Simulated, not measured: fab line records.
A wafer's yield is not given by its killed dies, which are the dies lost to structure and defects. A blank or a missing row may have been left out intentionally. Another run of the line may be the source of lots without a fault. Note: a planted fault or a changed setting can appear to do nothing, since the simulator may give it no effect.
fab line records	flow nandHarc
record: lots: 12	wafers: 35	lastDay: 33
route steps=1302 shown A_SLIT@936 A_WL_FILL@958 END@1302
lots untouched by any fault: they come from a run of this same line in which no faults occurred
startH: the number of hours between the record's first day and the start of the first shown wafer of the lot	waitH: time in hours since the lot's previous step	" as in the row above	L1.1+2: one row covering several wafers at once	- no value present, or no start provided	* or withheld: withheld	< > ~ a bound
route shown NAME@n: NAME is a module with steps in the file, n the number in the route of the first one	usual: mean/standard deviation of fault-free wafers	same: alike in all rows	chamber/n: place in a boat	sites: the reading at each site	_std_site: standard deviation of those values	_edge_site: inner sites' mean taken away from outer sites' mean	radiusMm: for every site, how far away it sits from the centre of the wafer	mask NAME#n: copy n	behind: the tool/chamber that last shaped the wafer	hold: why the lot went on hold/how many hours it stayed there/how the hold came to an end	device: the n, p or np transistor that did not switch	end of line: at the end of the route, the tests of the same wafers	a step with no rows: only its recipe	killed: count of dies lost to structure and defects at first sort (not the wafer's yield)	map: per-die view of a wafer (x killed, . not killed, _ where there is no die)
set.NAME: the run value of the setting; set.NAME@STEP: its run value at that earlier step	model.NAME: the simulator's own value behind a step, which no gauge read
steps of the route over a sample of lots; a table a step, a row a wafer
services: the hour from which a tool's chamber was out of use, counted from the record's first day as startH (under 0 if before that day), plus the number of hours and why
== steps ==
step: NHARC_A_SLIT_DESCUM_14
recipe: timeS: 3	o2FlowSccm: 200	arFlowSccm: 0	biasPowerW: 0	chemistry: O2
usual: drypumpMotorCurrentA: 5.8/0.38	oesProductAu: 0.999/0.0079	rfVppV: 57.9/0.95	showerheadPlenumPTorr: 1.95/0.067	throttleValvePct: 11.312/0.0094
lot.wafer	tool	chamber	startH	waitH	drypumpMotorCurrentA	oesProductAu	rfHoursCounterH	rfVppV	showerheadPlenumPTorr	throttleValvePct
L514.4	rieDiel-03	3	445.67	0.1	4.8	1.007	9	59.7	2.03	11.317
L514.3	"	2	"	"	6.1	1.005	9	57.7	2.02	11.302
L514.6	"	3	"	"	4.8	1.014	-	58.9	2.03	11.320
L515.3	rieDiel-06	0	458.72	0.1	6.2	0.990	9	59.4	2.02	11.301
L515.4	"	1	"	"	5.4	0.988	9	57.0	1.96	11.305
L515.5	"	1	"	"	5.4	0.992	-	57.8	1.96	11.314
L516.4	rieDiel-06	0	459.72	0.1	6.1	1.000	10	59.4	2.02	11.301
L516.6	"	2	"	"	6.1	1.006	-	58.6	1.89	11.302
L516.5	"	3	"	"	5.7	1.014	-	57.2	1.86	11.307
L517.2	rieDiel-03	0	468.95	0.1	5.5	0.996	0	58.8	1.97	11.311
L517.4	"	1	"	"	5.8	1.008	0	57.7	1.81	11.307
L517.1	"	3	"	"	4.8	0.998	0	58.9	2.03	11.324
L519.1	rieDiel-03	3	498.03	0.1	4.7	0.999	2	58.9	2.03	11.309
L519.3	"	0	"	"	5.5	0.999	1	56.8	1.97	11.304
L519.5	"	0	"	"	5.5	0.995	-	58.1	1.97	11.306
L521.1	rieDiel-11	3	513.15	0.1	5.9	1.005	2	57.5	1.88	11.321
L521.2	"	0	"	"	5.9	0.994	2	57.4	1.99	11.315
L521.4	"	3	"	"	5.9	1.000	-	58.8	1.88	11.304
L522.1	rieDiel-06	0	534.33	0.1	6.1	0.989	2	57.0	2.02	11.307
L522.4	"	2	"	"	6.1	1.009	-	57.3	1.89	11.335
L522.6	"	0	"	"	6.1	0.990	-	58.2	2.02	11.316
L525.3	rieDiel-03	2	555.33	0.1	6.1	0.999	6	58.0	2.01	11.327
L525.1	"	3	"	"	4.8	1.000	6	57.9	2.02	11.288
L525.5	"	2	"	"	6.0	1.004	-	57.8	2.01	11.306
L529.2	rieDiel-11	1	579.39	0.1	6.2	0.999	5	58.3	1.99	11.317
L529.3	"	2	"	"	5.7	1.006	4	59.1	2.03	11.311
L529.5	"	1	"	"	6.2	1.009	-	59.2	1.99	11.316
L530.2	rieDiel-06	1	620.65	0.1	5.4	0.982	5	59.8	1.95	11.307
L530.1	"	3	"	"	5.8	1.002	9	56.8	1.86	11.314
L530.6	"	2	"	"	6.1	0.993	-	58.3	1.88	11.331
L533.4	rieDiel-06	3	640.78	0.1	5.8	1.021	10	57.9	1.86	11.320
L533.6	"	0	"	"	6.2	1.000	-	57.8	2.01	11.322
L537.1	rieDiel-06	2	675.73	0.1	6.1	0.998	1	57.1	1.88	11.315
L537.2	"	3	"	"	5.8	1.001	1	57.6	1.86	11.302
L537.5	"	2	"	"	6.1	0.999	-	58.6	1.88	11.307
step: NHARC_A_WL_FILL_ETCHBACK_05
recipe: targetDepthA: 220	timeS: 60	tempC: 40	chemistry: Cl2/BCl3
usual: drypumpMotorCurrentA: 5.9/0.51	oesProductAu: 0.997/0.0082	tempC: 39.99/0.11
lot.wafer	tool	chamber	startH	waitH	drypumpMotorCurrentA	oesProductAu	rfHoursCounterH	tempC
L514.4	rieMetal-01	1	460.59	0.2	4.9	0.995	-	40.03
L514.3	"	0	"	"	5.8	0.990	-	40.00
L514.6	"	0	"	"	5.8	1.002	-	40.00
L515.4	rieMetal-02	0	476.97	0.1	5.5	0.999	-	40.04
L515.3	"	1	"	"	6.0	1.008	-	40.08
L515.5	"	0	"	"	5.5	1.004	-	40.09
L516.4	rieMetal-03	0	477.21	0.2	6.5	0.994	-	39.79
L516.5	"	0	"	"	6.5	0.998	-	39.93
L516.6	"	0	"	"	6.5	1.004	-	39.98
L517.1	rieMetal-01	1	484.10	0.2	4.8	1.002	1.6	40.11
L517.2	"	0	"	"	5.8	1.001	1.6	40.04
L517.4	"	1	"	"	4.9	0.996	-	40.04
L519.1	rieMetal-02	0	511.67	0.2	5.5	1.015	0.9	40.00
L519.3	"	1	"	"	6.0	1.006	-	39.70
L519.5	"	0	"	"	5.5	1.013	-	40.09
L521.2	rieMetal-02	0	528.08	0.2	5.5	0.998	1.2	39.98
L521.1	"	1	"	"	6.0	0.995	1.2	40.18
L521.4	"	1	"	"	6.0	0.996	-	40.24
L522.1	rieMetal-03	0	549.42	0.2	6.5	0.978	0.2	40.03
L522.4	"	1	"	"	6.0	0.986	-	39.87
L522.6	"	1	"	"	6.1	0.975	-	39.96
L525.1	rieMetal-03	0	570.13	0.2	6.5	0.978	0.6	39.82
L525.3	"	0	"	"	6.5	0.986	-	39.88
L525.5	"	0	"	"	6.5	0.988	-	39.79
L529.2	rieMetal-01	1	593.93	0.2	4.8	0.999	0.1	39.91
L529.3	"	0	"	"	5.8	0.994	-	40.04
L529.5	"	0	"	"	5.8	0.995	-	40.14
L530.2	rieMetal-03	1	635.62	0.2	6.0	0.991	1.6	39.98
L530.1	"	0	"	"	6.5	0.985	1.6	40.01
L530.6	"	0	"	"	6.5	1.329	-	39.83
L533.4	rieMetal-03	0	659.02	0.1	6.5	1.329	-	40.01
L533.6	"	1	"	"	6.1	1.324	-	40.06
L537.2	rieMetal-02	0	690.28	0.2	5.5	0.996	1.0	39.91
L537.1	"	1	"	"	6.0	0.990	1.0	40.01
L537.5	"	0	"	"	5.5	0.989	-	39.92
step: NHARC_A_WL_FILL_ETCHBACK_16
recipe: targetDepthA: 1200	timeS: 24	c4f8FlowSccm: withheld	o2FlowSccm: 8	arFlowSccm: withheld	rfW: 600	biasW: 800	chemistry: C4F8/O2/Ar
usual: oesProductAu: 0.982/0.025	rfVppV: 723/5
lot.wafer	tool	chamber	startH	waitH	oesProductAu	rfHoursCounterH	rfVppV
L514.4	rieDiel-05	0	-	-	0.964	1.2	726
L514.3	"	2	"	"	0.965	1.6	717
L514.6	"	3	"	"	0.955	-	717
L515.3	rieDiel-05	1	-	-	1.005	2.5	721
L515.4	"	2	"	"	0.981	2.5	717
L515.5	"	2	"	"	0.981	-	718
L516.4	rieDiel-01	2	-	-	0.928	5.2	728
L516.5	"	2	"	"	0.924	-	727
L516.6	"	3	"	"	0.926	-	719
L517.2	rieDiel-01	0	-	-	0.973	5.7	718
L517.4	"	1	"	"	0.962	3.4	722
L517.1	"	2	"	"	0.953	5.2	729
L519.1	rieDiel-01	2	-	-	0.987	6.5	727
L519.3	"	3	"	"	0.997	5.9	717
L519.5	"	1	"	"	1.001	-	722
L521.4	rieDiel-01	1	-	-	0.934	5.4	723
L521.1	"	2	"	"	0.927	7.2	728
L521.2	"	3	"	"	0.929	6.7	717
L522.4	rieDiel-10	0	-	-	0.990	4.3	721
L522.1	"	1	"	"	1.000	4.5	731
L522.6	"	2	"	"	1.005	-	727
L525.3	rieDiel-01	2	-	-	0.992	0.4	728
L525.1	"	0	"	"	1.001	0.8	719
L525.5	"	2	"	"	0.998	-	728
L529.2	rieDiel-05	2	-	-	1.002	0.5	717
L529.3	"	1	"	"	1.002	0.6	721
L529.5	"	3	"	"	1.012	-	718
L530.1	rieDiel-05	3	-	-	0.996	1.5	716
L530.2	"	2	"	"	0.977	1.7	718
L530.6	"	0	"	"	0.994	-	726
L533.4	rieDiel-05	0	-	-	0.996	-	725
L533.6	"	1	"	"	0.990	-	720
L537.2	rieDiel-01	0	-	-	1.003	7.1	718
L537.1	"	3	"	"	1.010	6.3	718
L537.5	"	0	"	"	0.996	-	717
step: NHARC_A_WL_FILL_ETCHBACK_26
recipe: targetDepthA: 520	timeS: 13.3	hbrFlowSccm: 150	rfW: 350	icpW: 350	biasW: 60	chemistry: HBr
usual: drypumpMotorCurrentA: 5.8/0.4	oesProductAu: 0.997/0.0077	throttleValvePct: 23.265/0.0092
lot.wafer	tool	chamber	startH	waitH	drypumpMotorCurrentA	oesProductAu	rfHoursCounterH	throttleValvePct
L514.3	rieSi-05	3	475.22	0.4	5.6	1.004	1.24	23.260
L514.4	"	0	"	"	5.3	1.005	1.13	23.272
L514.6	"	2	"	"	6.0	0.996	-	23.241
L515.4	rieSi-04	2	493.28	0.4	6.1	0.988	0.65	23.251
L515.3	"	3	"	"	5.7	0.985	0.71	23.263
L515.5	"	1	"	"	6.4	0.990	-	23.277
L516.4	rieSi-02	2	495.76	0.4	5.1	0.983	0.22	23.251
L516.5	"	2	"	"	5.1	0.985	-	23.263
L516.6	"	3	"	"	5.5	1.003	-	23.259
L517.2	rieSi-04	1	499.66	0.4	6.4	0.997	0.69	23.267
L517.4	"	2	"	"	6.1	0.993	0.66	23.259
L517.1	"	3	"	"	5.7	0.996	0.73	23.274
L519.3	rieSi-04	2	529.73	0.4	6.1	0.998	0.90	23.265
L519.1	"	1	"	"	6.4	1.004	0.96	23.265
L519.5	"	2	"	"	6.1	0.995	-	23.263
L521.2	rieSi-02	2	543.08	0.4	5.1	0.992	0.52	23.257
L521.4	"	3	"	"	5.5	1.006	0.47	23.268
L521.1	"	0	"	"	6.3	0.992	0.45	23.265
L522.1	rieSi-02	3	564.94	0.4	5.6	0.998	0.60	23.261
L522.4	"	2	"	"	5.1	0.975	0.67	23.263
L522.6	"	3	"	"	5.6	1.001	-	23.266
L525.1	rieSi-02	2	585.66	0.4	5.1	0.991	0.77	23.271
L525.3	"	1	"	"	5.8	1.000	0.72	23.265
L525.5	"	3	"	"	5.5	0.992	-	23.267
L529.2	rieSi-02	0	609.53	0.4	6.2	0.996	0.79	23.276
L529.3	"	2	"	"	5.2	0.986	0.93	23.269
L529.5	"	3	"	"	5.5	1.004	-	23.280
L530.1	rieSi-04	2	653.47	0.4	6.1	0.994	0.70	23.266
L530.2	"	3	"	"	5.7	0.992	0.50	23.234
L530.6	"	0	"	"	6.6	1.011	-	23.275
L533.4	rieSi-05	2	677.21	0.4	6.0	1.000	0.07	23.286
L533.6	"	1	"	"	5.9	1.002	-	23.255
L537.1	rieSi-02	2	707.82	0.4	5.2	1.010	0.42	23.260
L537.2	"	3	"	"	5.5	1.010	0.42	23.260
L537.5	"	3	"	"	5.5	1.007	-	23.267
step: NHARC_END_SORT_01
recipe: tempC: 25
usual: killedAtArray: 60/21	killedAtOther: 1.0/1.2	killedAtPeriphery: 4.2/2.8	killedDies: 65/20	killedOpen: 3.1/1.8	killedShort: 2.6/1.6
same: grossDies: 677
lot.wafer	tool	chamber	startH	waitH	killedAtArray	killedAtOther	killedAtPeriphery	killedDies	killedOpen	killedShort
L514.3	prober-02	0	555.84	3.1	99	0	4	103	6	2
L514.4	prober-02	0	556.65	3.4	101	0	2	103	3	5
L514.6	prober-02	0	558.27	4.0	81	0	3	84	3	3
L515.3	prober-01	0	571.84	3.1	85	1	5	91	3	4
L515.4	prober-01	0	572.63	3.3	79	0	3	82	2	2
L515.5	prober-01	0	573.41	3.6	71	1	1	73	2	2
L516.4	prober-02	0	572.72	3.4	42	0	7	49	1	1
L516.5	prober-02	0	573.53	3.7	49	1	7	57	2	4
L516.6	prober-02	0	574.33	4.0	44	2	10	56	1	2
L517.1	prober-01	0	580.79	2.5	76	1	0	77	4	1
L517.2	prober-01	0	581.62	2.8	98	2	1	101	5	1
L517.4	prober-01	0	583.26	3.5	94	1	2	97	2	5
L519.1	prober-02	0	610.00	2.5	57	2	1	60	3	0
L519.3	prober-02	0	611.60	3.1	62	0	5	67	5	4
L519.5	prober-02	0	613.21	3.7	57	0	1	58	4	5
L521.1	prober-02	0	623.16	2.5	88	1	4	93	5	3
L521.2	prober-02	0	623.96	2.8	96	0	3	99	5	4
L521.4	prober-02	0	625.55	3.4	93	1	1	95	1	4
L522.1	prober-01	0	656.42	2.5	69	6	2	77	6	2
L522.4	prober-01	0	658.78	3.4	85	0	1	86	5	1
L522.6	prober-01	0	660.36	3.9	83	1	2	86	3	3
L525.1	prober-02	0	662.71	2.5	38	1	7	46	3	5
L525.3	prober-02	0	664.29	3.1	35	4	9	48	5	0
L525.5	prober-02	0	665.87	3.7	41	1	11	53	3	5
L529.2	prober-02	0	686.36	2.8	36	0	5	41	6	5
L529.3	prober-02	0	687.17	3.1	35	0	2	37	0	6
L529.5	prober-02	0	688.78	3.7	33	0	4	37	1	5
L530.1	prober-02	0	735.54	2.5	80	0	8	88	4	2
L530.2	prober-02	0	736.34	2.8	80	0	4	84	2	4
L530.6	prober-02	0	739.56	4.0	91	0	6	97	3	4
L533.4	prober-01	0	773.41	3.4	48	0	5	53	3	2
L533.6	prober-01	0	775.04	4.1	44	0	12	56	3	2
L537.1	prober-01	0	786.64	2.5	38	0	2	40	1	3
L537.2	prober-01	0	787.44	2.8	54	0	2	56	1	1
L537.5	prober-01	0	789.82	3.7	46	1	6	53	2	1
killed by level:class
L514.3 A_CHANNEL_HOLE_D2:chamberFilmFlake=37 A_CHANNEL_HOLE_D1:chamberFilmFlake=31 A_SLIT:chamberFilmFlake=13 A_CONTACT:chamberFilmFlake=5 A_ZERO_WELL:chamberFilmFlake=3 A_CHANNEL_FILL_D1:chamberFilmFlake=2 A_WL_FILL:chamberFilmFlake=2 P_CONTACT:geometricParticle:open=1
L514.4 A_CHANNEL_HOLE_D2:chamberFilmFlake=33 A_CHANNEL_HOLE_D1:chamberFilmFlake=27 A_SLIT:chamberFilmFlake=25 A_CONTACT:chamberFilmFlake=6 A_ONON_D2:geometricParticle:short=2 A_CHANNEL_FILL_D1:chamberFilmFlake=2 P_GATE:geometricParticle:short=1 P_M0:geometricParticle:open=1
L514.6 A_CHANNEL_HOLE_D1:chamberFilmFlake=27 A_CHANNEL_HOLE_D2:chamberFilmFlake=23 A_SLIT:chamberFilmFlake=14 A_CONTACT:chamberFilmFlake=6 A_CHANNEL_FILL_D1:chamberFilmFlake=3 P_GATE:chamberFilmFlake=2 A_ONON_D1:geometricParticle:open=1 A_ONON_D1:geometricParticle:short=1
L515.3 A_CHANNEL_HOLE_D1:chamberFilmFlake=39 A_SLIT:chamberFilmFlake=27 A_STAIRCASE:chamberFilmFlake=5 A_CHANNEL_HOLE_D2:chamberFilmFlake=4 A_ONON_D2:geometricParticle:short=2 P_GATE:chamberFilmFlake=2 P_BONDPAD:chamberFilmFlake=2 A_WL_FILL:chamberFilmFlake=2
L515.4 A_CHANNEL_HOLE_D1:chamberFilmFlake=35 A_SLIT:chamberFilmFlake=19 A_CHANNEL_HOLE_D2:chamberFilmFlake=12 A_CONTACT:chamberFilmFlake=8 P_GATE:chamberFilmFlake=2 P_M1:geometricParticle:short=1 A_SOURCE_PLATE:geometricParticle:short=1 A_ONON_D2:geometricParticle:open=1
L516.4 A_CHANNEL_HOLE_D2:chamberFilmFlake=32 P_GATE:chamberFilmFlake=5 A_CONTACT:chamberFilmFlake=4 A_STAIRCASE:chamberFilmFlake=2 A_DECK1_JOINT:geometricParticle:open=1 A_SLIT:geometricParticle:short=1 P_STI:chamberFilmFlake=1 P_BONDPAD:chamberFilmFlake=1
L515.5 A_CHANNEL_HOLE_D1:chamberFilmFlake=31 A_SLIT:chamberFilmFlake=13 A_CHANNEL_HOLE_D2:chamberFilmFlake=10 A_ZERO_WELL:chamberFilmFlake=5 A_CONTACT:chamberFilmFlake=5 A_STAIRCASE:chamberFilmFlake=3 A_CHANNEL_FILL_D1:geometricParticle:short=1 A_ONON_D2:geometricParticle:open=1
L516.5 A_CHANNEL_HOLE_D2:chamberFilmFlake=38 P_GATE:chamberFilmFlake=5 A_ONON_D1:geometricParticle:short=2 A_CONTACT:chamberFilmFlake=2 A_BLC:chamberFilmFlake=2 P_M1:geometricParticle:open=1 A_CHANNEL_FILL_D1:geometricParticle:open=1 A_DECK1_JOINT:geometricParticle:short=1
L516.6 A_CHANNEL_HOLE_D2:chamberFilmFlake=31 P_GATE:chamberFilmFlake=6 A_CONTACT:chamberFilmFlake=5 P_STI:chamberFilmFlake=3 A_CHANNEL_HOLE_D1:chamberFilmFlake=2 A_STAIRCASE:chamberFilmFlake=2 THIN_TSV:chamberFilmFlake=2 P_STI:geometricParticle:open=1
L517.1 A_CHANNEL_HOLE_D1:chamberFilmFlake=23 A_CHANNEL_HOLE_D2:chamberFilmFlake=20 A_SLIT:chamberFilmFlake=14 A_SGD_CUT:chamberFilmFlake=5 A_CONTACT:chamberFilmFlake=3 A_CHANNEL_FILL_D1:geometricParticle:open=2 A_ZERO_WELL:chamberFilmFlake=2 A_BLC:chamberFilmFlake=2
L517.2 A_SLIT:chamberFilmFlake=30 A_CHANNEL_HOLE_D1:chamberFilmFlake=27 A_CHANNEL_HOLE_D2:chamberFilmFlake=25 A_SGD_CUT:chamberFilmFlake=7 A_BLC:geometricParticle:open=4 A_BLC:chamberFilmFlake=2 THIN_TSV:chamberFilmFlake=2 A_ONON_D2:geometricParticle:open=1
L517.4 A_SLIT:chamberFilmFlake=33 A_CHANNEL_HOLE_D2:chamberFilmFlake=24 A_CHANNEL_HOLE_D1:chamberFilmFlake=22 A_SGD_CUT:chamberFilmFlake=7 P_CONTACT:geometricParticle:short=1 A_CHANNEL_HOLE_D1:geometricParticle:short=1 A_DECK1_JOINT:geometricParticle:open=1 A_CHANNEL_FILL_D2:geometricParticle:short=1
L519.1 A_CHANNEL_HOLE_D1:chamberFilmFlake=36 A_CHANNEL_HOLE_D2:chamberFilmFlake=12 A_CHANNEL_FILL_D1:chamberFilmFlake=2 THIN_TSV:chamberFilmFlake=2 P_CONTACT:geometricParticle:open=1 A_WL_FILL:geometricParticle:open=1 A_BLC:geometricParticle:open=1 A_ZERO_WELL:chamberFilmFlake=1
L519.3 A_CHANNEL_HOLE_D1:chamberFilmFlake=32 A_CHANNEL_HOLE_D2:chamberFilmFlake=12 A_CONTACT:chamberFilmFlake=7 A_CHANNEL_FILL_D1:geometricParticle:open=2 A_WL_FILL:geometricParticle:short=2 A_CHANNEL_FILL_D2:chamberFilmFlake=2 A_STAIRCASE:chamberFilmFlake=2 P_CONTACT:geometricParticle:short=1
L519.5 A_CHANNEL_HOLE_D1:chamberFilmFlake=25 A_CHANNEL_HOLE_D2:chamberFilmFlake=15 A_CONTACT:chamberFilmFlake=5 A_ONON_D1:geometricParticle:short=2 A_CHANNEL_FILL_D1:chamberFilmFlake=2 P_M1:geometricParticle:open=1 A_SOURCE_PLATE:geometricParticle:short=1 A_SOURCE_PLATE:geometricParticle:open=1
L521.1 A_CHANNEL_HOLE_D2:chamberFilmFlake=30 A_CHANNEL_HOLE_D1:chamberFilmFlake=28 A_SLIT:chamberFilmFlake=15 A_STAIRCASE:chamberFilmFlake=4 A_CONTACT:chamberFilmFlake=4 A_CHANNEL_FILL_D2:geometricParticle:open=2 P_ZERO_WELL:chamberFilmFlake=2 P_M0:geometricParticle:open=1
L521.2 A_CHANNEL_HOLE_D1:chamberFilmFlake=29 A_SLIT:chamberFilmFlake=27 A_CHANNEL_HOLE_D2:chamberFilmFlake=25 P_ZERO_WELL:chamberFilmFlake=2 A_STAIRCASE:chamberFilmFlake=2 A_CONTACT:chamberFilmFlake=2 A_SOURCE_PLATE:geometricParticle:open=1 A_SOURCE_PLATE:geometricParticle:short=1
L521.4 A_CHANNEL_HOLE_D1:chamberFilmFlake=33 A_CHANNEL_HOLE_D2:chamberFilmFlake=32 A_SLIT:chamberFilmFlake=15 A_CONTACT:chamberFilmFlake=3 A_M0:chamberFilmFlake=3 A_WL_FILL:chamberFilmFlake=2 A_SOURCE_PLATE:geometricParticle:short=1 A_SOURCE_PLATE:geometricParticle:open=1
L522.1 A_CHANNEL_HOLE_D1:chamberFilmFlake=32 A_SLIT:chamberFilmFlake=13 A_CHANNEL_HOLE_D2:chamberFilmFlake=7 THIN_TSV:chamberFilmFlake=6 A_STAIRCASE:chamberFilmFlake=2 A_WL_FILL:chamberFilmFlake=2 A_CONTACT:chamberFilmFlake=2 A_BONDPAD:chamberFilmFlake=2
L522.4 A_CHANNEL_HOLE_D1:chamberFilmFlake=34 A_SLIT:chamberFilmFlake=33 A_CHANNEL_HOLE_D2:chamberFilmFlake=9 A_WL_FILL:geometricParticle:open=2 A_ONON_D1:geometricParticle:open=1 A_CHANNEL_FILL_D1:geometricParticle:open=1 A_DECK1_JOINT:geometricParticle:short=1 A_SGD_CUT:geometricParticle:open=1
L522.6 A_SLIT:chamberFilmFlake=32 A_CHANNEL_HOLE_D1:chamberFilmFlake=31 A_CHANNEL_HOLE_D2:chamberFilmFlake=8 A_DECK1_JOINT:chamberFilmFlake=2 A_STAIRCASE:chamberFilmFlake=2 P_CONTACT:geometricParticle:open=1 A_ONON_D1:geometricParticle:open=1 A_CHANNEL_FILL_D1:geometricParticle:short=1
L525.1 A_SLIT:chamberFilmFlake=12 A_CHANNEL_HOLE_D1:chamberFilmFlake=10 A_STAIRCASE:chamberFilmFlake=5 A_DECK1_JOINT:geometricParticle:short=2 A_WL_FILL:geometricParticle:short=2 P_BONDPAD:chamberFilmFlake=2 A_CONTACT:chamberFilmFlake=2 P_ZERO_WELL:geometricParticle:short=1
L525.3 A_SLIT:chamberFilmFlake=16 A_CHANNEL_HOLE_D1:chamberFilmFlake=6 A_STAIRCASE:chamberFilmFlake=5 P_BONDPAD:chamberFilmFlake=3 THIN_TSV:chamberFilmFlake=3 P_CONTACT:geometricParticle:open=2 P_ZERO_WELL:chamberFilmFlake=2 A_CONTACT:chamberFilmFlake=2
L525.5 A_SLIT:chamberFilmFlake=17 A_CHANNEL_HOLE_D1:chamberFilmFlake=8 A_STAIRCASE:chamberFilmFlake=4 A_CONTACT:chamberFilmFlake=4 P_CONTACT:geometricParticle:short=3 P_GATE:chamberFilmFlake=2 A_ZERO_WELL:chamberFilmFlake=2 A_CHANNEL_FILL_D2:chamberFilmFlake=2
L529.2 A_CHANNEL_HOLE_D2:chamberFilmFlake=18 A_CHANNEL_HOLE_D1:chamberFilmFlake=5 P_GATE:geometricParticle:open=2 A_WL_FILL:geometricParticle:short=2 P_GATE:chamberFilmFlake=2 A_STAIRCASE:chamberFilmFlake=2 P_STI:geometricParticle:short=1 A_CHANNEL_FILL_D1:geometricParticle:short=1
L529.3 A_CHANNEL_HOLE_D2:chamberFilmFlake=13 A_CHANNEL_HOLE_D1:chamberFilmFlake=5 A_STAIRCASE:chamberFilmFlake=4 A_ONON_D2:geometricParticle:short=3 A_SLIT:chamberFilmFlake=3 P_GATE:chamberFilmFlake=2 A_WL_FILL:chamberFilmFlake=2 A_CHANNEL_FILL_D1:geometricParticle:short=1
L529.5 A_CHANNEL_HOLE_D2:chamberFilmFlake=17 A_CHANNEL_HOLE_D1:chamberFilmFlake=4 A_STAIRCASE:chamberFilmFlake=3 A_WL_FILL:chamberFilmFlake=3 A_CHANNEL_FILL_D1:geometricParticle:short=2 A_WL_FILL:geometricParticle:short=2 P_GATE:chamberFilmFlake=2 P_GATE:geometricParticle:open=1
L530.1 A_SLIT:chamberFilmFlake=34 A_CHANNEL_HOLE_D1:chamberFilmFlake=22 A_CHANNEL_HOLE_D2:chamberFilmFlake=11 A_CONTACT:chamberFilmFlake=7 P_STI:chamberFilmFlake=4 P_CONTACT:geometricParticle:short=1 P_CONTACT:geometricParticle:open=1 P_M1:geometricParticle:open=1
L530.2 A_CHANNEL_HOLE_D1:chamberFilmFlake=27 A_CHANNEL_HOLE_D2:chamberFilmFlake=21 A_SLIT:chamberFilmFlake=19 A_CONTACT:chamberFilmFlake=5 A_STAIRCASE:chamberFilmFlake=3 P_CONTACT:geometricParticle:short=2 A_ONON_D2:geometricParticle:short=1 A_CHANNEL_FILL_D2:geometricParticle:open=1
L530.6 A_CHANNEL_HOLE_D1:chamberFilmFlake=37 A_SLIT:chamberFilmFlake=29 A_CHANNEL_HOLE_D2:chamberFilmFlake=12 A_CONTACT:chamberFilmFlake=7 P_ZERO_WELL:chamberFilmFlake=3 A_ONON_D2:geometricParticle:short=2 P_M1:chamberFilmFlake=2 P_M0:geometricParticle:open=1
L533.4 A_CHANNEL_HOLE_D2:chamberFilmFlake=25 A_SLIT:chamberFilmFlake=8 A_CONTACT:chamberFilmFlake=5 A_CHANNEL_HOLE_D1:chamberFilmFlake=4 P_BONDPAD:chamberFilmFlake=2 P_GATE:chamberFilmFlake=2 P_M1:geometricParticle:open=1 A_CHANNEL_FILL_D1:geometricParticle:short=1
L533.6 A_CHANNEL_HOLE_D2:chamberFilmFlake=16 A_CONTACT:chamberFilmFlake=11 P_GATE:chamberFilmFlake=7 A_SLIT:chamberFilmFlake=7 A_CHANNEL_HOLE_D1:chamberFilmFlake=4 A_STAIRCASE:chamberFilmFlake=3 P_M0:geometricParticle:open=2 P_BONDPAD:chamberFilmFlake=2
L537.1 A_SLIT:chamberFilmFlake=18 A_CONTACT:chamberFilmFlake=10 A_CHANNEL_FILL_D2:geometricParticle:short=2 P_M1:chamberFilmFlake=2 A_CHANNEL_HOLE_D1:chamberFilmFlake=2 A_WL_FILL:chamberFilmFlake=2 A_CHANNEL_FILL_D1:geometricParticle:short=1 A_SGD_CUT:geometricParticle:open=1
L537.2 A_SLIT:chamberFilmFlake=38 A_CONTACT:chamberFilmFlake=8 A_CHANNEL_HOLE_D2:chamberFilmFlake=2 A_DECK1_JOINT:geometricParticle:short=1 A_M0:geometricParticle:open=1 P_ZERO_WELL:chamberFilmFlake=1 P_M1:chamberFilmFlake=1 A_CHANNEL_HOLE_D1:chamberFilmFlake=1
L537.5 A_SLIT:chamberFilmFlake=35 A_CONTACT:chamberFilmFlake=8 P_M1:chamberFilmFlake=3 P_M0:geometricParticle:open=2 A_SOURCE_PLATE:geometricParticle:short=1 P_ZERO_WELL:chamberFilmFlake=1 A_CHANNEL_HOLE_D2:chamberFilmFlake=1 A_STAIRCASE:chamberFilmFlake=1
== services ==
tool	chamber	startH	hours	kind
rieDiel-01	2	445.53	11.1	repair
rieDiel-06	-	447.82	3.9	repair
rieDiel-03	-	450.75	0.5	repair
rieMetal-02	-	454.00	9.0	pm
rieSi-02	-	454.00	9.0	pm
rieMetal-03	-	454.92	0.6	repair
rieMetal-03	1	476.65	3.3	repair
rieDiel-06	-	484.20	9.0	pm
rieDiel-06	1	517.13	24.9	repair
rieMetal-03	-	519.00	9.0	pm
rieDiel-05	-	523.92	0.6	repair
rieDiel-01	1	554.30	4.7	repair
rieDiel-01	-	557.80	9.0	pm
rieDiel-06	3	567.67	5.5	repair
rieDiel-01	2	577.92	3.0	repair
rieDiel-05	3	578.11	1.8	repair
rieDiel-05	-	583.60	9.0	pm
rieSi-02	-	631.00	9.0	pm
rieDiel-01	-	633.94	1.0	repair
rieDiel-06	-	661.20	9.0	pm
rieDiel-05	2	669.99	3.3	repair
rieDiel-06	2	692.17	11.9	repair
rieMetal-03	-	696.00	9.0	pm
rieDiel-05	3	701.41	4.4	repair
== key ==
firstSign: step: NHARC_A_WL_FILL_ETCHBACK_05	reading: oesProductAu	direction: up	sigmas: 41	usual: 0.997	struck: 1.327
effect none on later readings
metAt NHARC_A_WL_FILL_ETCHBACK_05
struckLots L530,L533
struckWafers L530.6,L533.4,L533.6
testerLeftOut L530,L533
notActingAt NHARC_A_SLIT_DESCUM_14,NHARC_A_WL_FILL_ETCHBACK_16,NHARC_A_WL_FILL_ETCHBACK_26
onsetBetween 570.13 635.62
fault: kind: processParameterDrift	tool: rieMetal-03	chamber: -	onsetH: 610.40	steps: NHARC_A_WL_FILL_ETCHBACK_05	channel: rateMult	offset: 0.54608	shape: step	endH: 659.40	scope: struckWafersOnly
testerLeftOut: of these lots the tester's yield and bins aren't shown, on N5 and GAA mostly nor the transistor test; their killed dies are dies lost to structure and defects alone, not to doping, threshold or leakage, so they don't give the yield
